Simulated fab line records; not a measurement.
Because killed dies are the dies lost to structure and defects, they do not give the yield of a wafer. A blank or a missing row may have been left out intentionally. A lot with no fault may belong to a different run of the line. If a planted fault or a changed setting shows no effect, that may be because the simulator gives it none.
fab line records -- flow nand-harc
record lots=13, wafers=37, last-day=34
route steps=1302 shown A_M0@1153 A_M1@1177 END@1302
lots that met no fault: taken from a fault-free run of the same line
start-h: the number of hours between the record's first day and the start of the first shown wafer of the lot -- wait-h: hours from the lot's prior step to this one -- " repeats the value in the row above -- L1.1+2: a single row standing in for several wafers -- - value missing, or start not given -- * or withheld: withheld -- < > ~ a bound
route shown NAME@n: names a module that has steps shown in the file, with the first one's number in the route -- usual: average and standard deviation across the fault-free wafers -- same: alike in all rows -- chamber/n: place in a boat -- sites: readings site by site -- _std_site: standard deviation of those values -- _edge_site: the outer-site mean with the inner-site mean subtracted -- radius-mm: for every site, how far away it sits from the centre of the wafer -- mask NAME#n: copy n -- behind: tool/chamber where the wafer was last shaped -- hold: why the lot went on hold/how many hours it stayed there/how the hold came to an end -- device: transistor that didn't switch, given as n, p or np -- end of line: the same wafers' tests at the end of the route -- a step without rows: its recipe alone -- killed: dies lost to structure and defects at the first sort, not the wafer's yield -- map: per-die view of a wafer (x killed, . not killed, _ where there is no die)
set.NAME: the setting that was run; set.NAME@STEP: the one run at that earlier step -- model.NAME: the simulator's own value behind a step, which no gauge read
steps of the route over a sample of lots; a table a step, a row a wafer
services: from which hour (start-h, from the record's first day; less than 0 if before it) a tool's chamber was out of use, for how many hours, and why
## steps
# step NHARC_A_M0_CD_MEAS_16
# usual cd-nm=79.2/1
lot.wafer,tool,chamber,start-h,wait-h,cd-nm
L820.4,cd-sem-02,-,519.68,-,80.4
L820.5,cd-sem-02,-,519.68,-,79.7
L820.6,cd-sem-02,-,519.68,-,80.5
L822.1,cd-sem-02,-,531.88,-,78.4
L822.2,cd-sem-02,-,531.88,-,79.0
L822.5,cd-sem-02,-,531.88,-,79.1
L821.1,cd-sem-03,-,534.67,-,78.7
L821.5,cd-sem-03,-,534.67,-,78.0
L821.6,cd-sem-03,-,534.67,-,77.6
L825.1,cd-sem-01,-,553.00,-,79.6
L825.3,cd-sem-01,-,553.00,-,79.6
L825.5,cd-sem-01,-,553.00,-,80.1
L827.1,cd-sem-01,-,565.97,-,78.8
L827.3,cd-sem-01,-,565.97,-,78.5
L827.5,cd-sem-01,-,565.97,-,78.5
L826.2,cd-sem-02,-,571.60,-,78.0
L826.3,cd-sem-02,-,571.60,-,78.3
L826.6,cd-sem-02,-,571.60,-,78.3
L828.2,cd-sem-01,-,604.83,-,78.0
L828.4,cd-sem-01,-,604.83,-,77.3
L828.5,cd-sem-01,-,604.83,-,79.4
L830.2,cd-sem-03,-,617.19,-,77.5
L830.5,cd-sem-03,-,617.19,-,80.1
L830.6,cd-sem-03,-,617.19,-,78.3
L838.2,cd-sem-01,-,691.48,-,78.7
L838.4,cd-sem-01,-,691.48,-,78.9
L841.1,cd-sem-01,-,717.62,-,79.8
L841.3,cd-sem-01,-,717.62,-,80.1
L841.6,cd-sem-01,-,717.62,-,79.7
L839.2,cd-sem-02,-,717.79,-,79.2
L839.5,cd-sem-02,-,717.79,-,79.9
L842.1,cd-sem-01,-,735.92,-,78.4
L842.2,cd-sem-01,-,735.92,-,78.1
L842.3,cd-sem-01,-,735.92,-,78.6
L843.1,cd-sem-01,-,775.70,-,78.6
L843.2,cd-sem-01,-,775.70,-,79.8
L843.3,cd-sem-01,-,775.70,-,79.4
# step NHARC_A_M0_PRE_CLEAN_31
# recipe time-s=12, temp-c=370, rf-power-w=300, gas=NH3
# usual heater-power-w=636/61
lot.wafer,tool,chamber,start-h,wait-h,heater-power-w
L820.5,pecvd-01,2,521.95,0.1,690
L820.4,pecvd-01,0,521.95,0.1,730
L820.6,pecvd-01,1,521.95,0.1,557
L822.1,pecvd-01,1,534.11,0.1,591
L822.2,pecvd-01,2,534.11,0.1,681
L822.5,pecvd-01,2,534.11,0.1,674
L821.1,pecvd-02,1,536.93,0.1,567
L821.6,pecvd-02,2,536.93,0.1,651
L821.5,pecvd-02,0,536.93,0.1,682
L825.1,pecvd-01,2,555.28,0.1,716
L825.3,pecvd-01,0,555.28,0.1,748
L825.5,pecvd-01,0,555.28,0.1,741
L827.1,pecvd-03,1,568.43,0.1,649
L827.3,pecvd-03,2,568.43,0.1,595
L827.5,pecvd-03,2,568.43,0.1,565
L826.2,pecvd-03,2,573.90,0.1,682
L826.3,pecvd-03,0,573.90,0.1,645
L826.6,pecvd-03,1,573.90,0.1,554
L828.2,pecvd-03,0,607.08,0.1,625
L828.4,pecvd-03,0,607.08,0.1,623
L828.5,pecvd-03,2,607.08,0.1,666
L830.2,pecvd-02,2,619.45,0.1,577
L830.5,pecvd-02,1,619.45,0.1,626
L830.6,pecvd-02,2,619.45,0.1,559
L838.2,pecvd-03,1,693.75,0.1,537
L838.4,pecvd-03,1,693.75,0.1,534
L841.3,pecvd-02,2,719.96,0.1,645
L841.1,pecvd-02,0,719.96,0.1,706
L841.6,pecvd-02,0,719.96,0.1,696
L839.2,pecvd-03,0,720.31,0.1,566
L839.5,pecvd-03,0,720.31,0.1,553
L842.1,pecvd-01,2,738.19,0.1,690
L842.2,pecvd-01,0,738.19,0.1,752
L842.3,pecvd-01,1,738.19,0.1,529
L843.2,pecvd-03,1,777.93,0.1,628
L843.1,pecvd-03,2,777.93,0.1,682
L843.3,pecvd-03,0,777.93,0.1,630
# step NHARC_A_M1_PEB_07
# recipe peb-temp-c=100, peb-time-s=65
lot.wafer,tool,chamber,start-h,wait-h
L820.4+5+6,litho-track-01,0,523.16,0.0
L822.1+2+5,litho-track-04,0,535.36,0.1
L821.1+5+6,litho-track-01,0,538.13,0.1
L825.1+3+5,litho-track-01,0,556.41,0.1
L827.1+3+5,litho-track-06,0,569.68,0.1
L826.2+3+6,litho-track-06,0,575.03,0.1
L828.2+4+5,litho-track-01,0,608.32,0.1
L830.2+5+6,litho-track-04,0,620.67,0.1
L838.2+4,litho-track-06,0,694.86,0.1
L841.1+3+6,litho-track-04,0,721.18,0.1
L839.2+5,litho-track-06,0,721.53,0.1
L842.1+2+3,litho-track-01,0,739.43,0.1
L843.1+2+3,litho-track-06,0,779.06,0.1
# step NHARC_A_M1_CD_MEAS_09
# recipe target-cd-nm=120, landing-energy-ev=500
# usual cd-nm=120.0/0.63
lot.wafer,tool,chamber,start-h,wait-h,cd-nm
L820.4,cd-sem-01,0,523.24,-,120.4
L820.5,cd-sem-01,0,523.24,-,120.5
L820.6,cd-sem-01,0,523.24,-,120.9
L822.1,cd-sem-03,0,535.44,-,119.3
L822.2,cd-sem-03,0,535.44,-,118.7
L822.5,cd-sem-03,0,535.44,-,119.6
L821.1,cd-sem-01,0,538.21,-,120.2
L821.5,cd-sem-01,0,538.21,-,120.2
L821.6,cd-sem-01,0,538.21,-,120.2
L825.1,cd-sem-03,0,556.49,-,120.6
L825.3,cd-sem-03,0,556.49,-,120.2
L825.5,cd-sem-03,0,556.49,-,120.5
L827.1,cd-sem-01,0,569.76,-,119.4
L827.3,cd-sem-01,0,569.76,-,119.8
L827.5,cd-sem-01,0,569.76,-,119.9
L826.2,cd-sem-03,0,575.11,-,120.2
L826.3,cd-sem-03,0,575.11,-,118.8
L826.6,cd-sem-03,0,575.11,-,119.7
L828.2,cd-sem-02,0,608.40,-,120.5
L828.4,cd-sem-02,0,608.40,-,121.0
L828.5,cd-sem-02,0,608.40,-,120.4
L830.2,cd-sem-01,0,620.76,-,118.5
L830.5,cd-sem-01,0,620.76,-,118.2
L830.6,cd-sem-01,0,620.76,-,119.2
L838.2,cd-sem-01,0,694.94,-,123.7
L838.4,cd-sem-01,0,694.94,-,124.0
L841.1,cd-sem-02,0,721.26,-,119.9
L841.3,cd-sem-02,0,721.26,-,119.0
L841.6,cd-sem-02,0,721.26,-,118.7
L839.2,cd-sem-01,0,721.62,-,122.8
L839.5,cd-sem-01,0,721.62,-,119.5
L842.1,cd-sem-03,0,739.51,-,120.2
L842.2,cd-sem-03,0,739.51,-,120.1
L842.3,cd-sem-03,0,739.51,-,120.6
L843.1,cd-sem-01,0,779.14,-,119.8
L843.2,cd-sem-01,0,779.14,-,120.1
L843.3,cd-sem-01,0,779.14,-,119.8
# step NHARC_A_M1_PRE_CLEAN_30
# recipe time-s=30, temp-c=280, gas=H2/He
# usual heater-power-w=415/45
lot.wafer,tool,chamber,start-h,wait-h,heater-power-w
L820.4,pvd-sputter-03,-,-,-,371
L820.5,pvd-sputter-03,-,-,-,419
L820.6,pvd-sputter-03,-,-,-,374
L822.2,pvd-sputter-01,-,-,-,437
L822.1,pvd-sputter-01,-,-,-,466
L822.5,pvd-sputter-01,-,-,-,449
L821.1,pvd-sputter-01,-,539.55,0.0,396
L821.5,pvd-sputter-01,-,539.55,0.0,387
L821.6,pvd-sputter-01,-,539.55,0.0,440
L825.3,pvd-sputter-02,-,-,-,390
L825.1,pvd-sputter-02,-,-,-,371
L825.5,pvd-sputter-02,-,-,-,378
L827.1,pvd-sputter-01,-,-,-,400
L827.3,pvd-sputter-01,-,-,-,440
L827.5,pvd-sputter-01,-,-,-,383
L826.3,pvd-sputter-01,-,-,-,494
L826.2,pvd-sputter-01,-,-,-,466
L826.6,pvd-sputter-01,-,-,-,393
L828.2,pvd-sputter-03,-,-,-,378
L828.4,pvd-sputter-03,-,-,-,394
L828.5,pvd-sputter-03,-,-,-,375
L830.2,pvd-sputter-01,-,-,-,461
L830.5,pvd-sputter-01,-,-,-,502
L830.6,pvd-sputter-01,-,-,-,397
L838.4,pvd-sputter-01,-,-,-,502
L838.2,pvd-sputter-01,-,-,-,407
L841.3,pvd-sputter-02,-,-,-,342
L841.1,pvd-sputter-02,-,-,-,351
L841.6,pvd-sputter-02,-,-,-,377
L839.2,pvd-sputter-02,-,-,-,380
L839.5,pvd-sputter-02,-,-,-,409
L842.3,pvd-sputter-01,-,-,-,504
L842.1,pvd-sputter-01,-,-,-,396
L842.2,pvd-sputter-01,-,-,-,463
L843.3,pvd-sputter-01,-,-,-,399
L843.2,pvd-sputter-01,-,-,-,455
L843.1,pvd-sputter-01,-,-,-,503
# step NHARC_END_SORT_01
# recipe temp-c=25
# usual defect-limited-yield=91.6/2.8, killed-at-array=52/18, killed-at-other=0.6/0.83, killed-at-periphery=4.3/2.8, killed-dies=57/19, killed-open=3.4/2, killed-short=2.5/1.7, sort_bin_2_pct=3.0/1.1, sort_bin_3_pct=0.6/0.41, sort_bin_4_pct=4.7/1.6, sort-n-pass=620/19, sort-rim-yield-pct=91/3.7, sort-yield-pct=91.6/2.8
# same gross-dies=677, sort_bin_5_pct[%]=0, sort_bin_6_pct[%]=0, sort_bin_7_pct[%]=0, sort_bin_8_pct[%]=0, sort-rim-n-gross=106.00
lot.wafer,tool,chamber,start-h,wait-h,defect-limited-yield[%],killed-at-array,killed-at-other,killed-at-periphery,killed-dies,killed-open,killed-short,sort_bin_2_pct[%],sort_bin_3_pct[%],sort_bin_4_pct[%],sort-n-pass,sort-rim-yield-pct[%],sort-yield-pct[%]
L826.2,prober-02,0,612.47,2.8,92.0,50,1,3,54,2,3,2.8,1.3,3.8,623,98,92.0
L826.3,prober-02,0,613.28,3.1,90.7,56,1,6,63,4,3,2.4,0.4,6.5,614,96,90.7
L826.6,prober-02,0,615.69,4.0,93.1,46,0,1,47,1,1,1.9,0.6,4.4,630,97,93.1
L828.2,prober-02,0,646.41,2.8,90.0,66,1,1,68,4,2,4.0,0.9,5.2,609,93,90.0
L828.4,prober-02,0,647.98,3.4,91.3,55,1,3,59,6,4,3.7,0.9,4.1,618,88,91.3
L828.5,prober-02,0,648.76,3.6,89.8,66,2,1,69,4,2,3.4,0.1,6.6,608,92,89.8
L830.2,prober-01,0,659.23,2.8,95.6,23,4,3,30,8,3,1.2,0.3,3.0,647,94,95.6
L830.5,prober-01,0,661.62,3.7,97.5,16,0,1,17,1,5,0.4,0.4,1.6,660,95,97.5
L830.6,prober-01,0,662.42,4.0,95.9,25,1,2,28,4,6,2.1,0,2.1,649,95,95.9
# killed by level:class
L826.2 A_CHANNEL_HOLE_D2:chamber-film-flake=37 P_ZERO_WELL:chamber-film-flake=3 A_CHANNEL_HOLE_D1:chamber-film-flake=3 A_SLIT:chamber-film-flake=2 A_CONTACT:chamber-film-flake=2 A_CHANNEL_FILL_D1:geometric-particle:open=1 A_CHANNEL_FILL_D1:geometric-particle:short=1 A_DECK1_JOINT:geometric-particle:open=1
L826.3 A_CHANNEL_HOLE_D2:chamber-film-flake=38 P_ZERO_WELL:chamber-film-flake=4 A_CONTACT:chamber-film-flake=3 A_ONON_D2:geometric-particle:short=2 P_M1:chamber-film-flake=2 A_CHANNEL_HOLE_D1:chamber-film-flake=2 A_STAIRCASE:chamber-film-flake=2 A_ONON_D1:geometric-particle:open=1
L826.6 A_CHANNEL_HOLE_D2:chamber-film-flake=34 A_CONTACT:chamber-film-flake=5 A_CHANNEL_HOLE_D1:geometric-particle:short=1 A_M0:geometric-particle:open=1 P_M1:chamber-film-flake=1 A_ZERO_WELL:chamber-film-flake=1 A_CHANNEL_HOLE_D1:chamber-film-flake=1 A_CHANNEL_FILL_D1:chamber-film-flake=1
L828.2 A_CHANNEL_HOLE_D2:chamber-film-flake=32 A_SLIT:chamber-film-flake=18 A_CONTACT:chamber-film-flake=7 A_CHANNEL_HOLE_D1:chamber-film-flake=3 A_CHANNEL_HOLE_D2:geometric-particle:open=2 P_GATE:geometric-particle:open=1 A_ONON_D1:geometric-particle:short=1 A_SGD_CUT:geometric-particle:open=1
L828.4 A_CHANNEL_HOLE_D2:chamber-film-flake=29 A_SLIT:chamber-film-flake=14 A_CONTACT:chamber-film-flake=5 P_CONTACT:geometric-particle:open=2 A_ONON_D2:geometric-particle:open=2 P_M0:geometric-particle:short=1 A_ONON_D1:geometric-particle:short=1 A_STAIRCASE:geometric-particle:short=1
L828.5 A_CHANNEL_HOLE_D2:chamber-film-flake=38 A_SLIT:chamber-film-flake=15 A_CONTACT:chamber-film-flake=4 A_CHANNEL_HOLE_D1:chamber-film-flake=3 A_ONON_D1:geometric-particle:open=2 THIN_TSV:chamber-film-flake=2 P_GATE:geometric-particle:open=1 A_CHANNEL_FILL_D1:geometric-particle:open=1
L830.2 A_CHANNEL_HOLE_D1:chamber-film-flake=4 A_CHANNEL_HOLE_D2:chamber-film-flake=4 THIN_TSV:chamber-film-flake=4 A_CONTACT:chamber-film-flake=3 A_ONON_D1:geometric-particle:open=2 P_CONTACT:geometric-particle:short=1 A_CHANNEL_HOLE_D1:geometric-particle:open=1 A_CHANNEL_FILL_D1:geometric-particle:open=1
L830.5 A_CHANNEL_HOLE_D1:chamber-film-flake=5 A_CHANNEL_FILL_D2:geometric-particle:short=2 A_STAIRCASE:chamber-film-flake=2 A_CONTACT:chamber-film-flake=2 A_CHANNEL_FILL_D1:geometric-particle:short=1 A_ONON_D2:geometric-particle:open=1 A_CHANNEL_HOLE_D2:geometric-particle:short=1 P_CONTACT:unspecified:short=1
L830.6 A_CHANNEL_HOLE_D1:chamber-film-flake=5 A_CONTACT:chamber-film-flake=5 A_SLIT:chamber-film-flake=3 A_ONON_D2:geometric-particle:short=2 A_CHANNEL_FILL_D1:chamber-film-flake=2 P_M2:geometric-particle:open=1 A_ONON_D1:geometric-particle:short=1 A_CHANNEL_HOLE_D1:geometric-particle:open=1
## services
tool,chamber,start-h,hours,kind
litho-track-01,-,505.00,7.0,pm
litho-track-06,-,529.00,7.0,pm
pvd-sputter-01,-,531.38,3.2,repair
pecvd-03,0,537.78,21.3,repair
pecvd-02,-,542.50,0.3,repair
pecvd-02,0,547.26,2.7,repair
pecvd-03,-,547.59,13.0,pm
litho-track-04,-,553.00,7.0,pm
pecvd-03,-,562.38,1.0,repair
pecvd-01,-,568.58,1.2,repair
pvd-sputter-01,-,582.00,10.0,pm
pecvd-02,-,589.62,13.0,pm
pecvd-01,1,600.05,23.8,repair
pecvd-02,1,644.96,11.9,repair
pvd-sputter-01,-,649.41,1.6,repair
pecvd-01,-,673.21,13.0,pm
pvd-sputter-01,-,673.64,2.6,repair
pecvd-02,0,674.62,6.8,repair
litho-track-01,-,680.00,7.0,pm
litho-track-06,-,704.00,7.0,pm
pecvd-03,-,728.59,13.0,pm
pvd-sputter-01,-,736.19,0.5,repair
pecvd-03,-,749.18,1.5,repair
pvd-sputter-01,-,760.00,10.0,pm
## key
first-sign step=NHARC_A_M1_CD_MEAS_09, reading=cd-nm, direction=up, sigmas=5.5, usual=120.0, struck=123.5
effect none on later readings
met-at NHARC_A_M1_PEB_07
struck-lots L838,L839
struck-wafers L838.2,L838.4,L839.2
not-acting-at NHARC_A_M0_CD_MEAS_16,NHARC_A_M0_PRE_CLEAN_31,NHARC_A_M1_PRE_CLEAN_30
onset-between 575.03 694.86
fault kind=process-parameter-drift, tool=litho-track-06, chamber=-, onset-h=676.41, steps=NHARC_A_M1_PEB_07, channel=peb-time-s, offset=*, shape=step, end-h=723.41, scope=struck-wafers-only, acts-in=*, stated=*
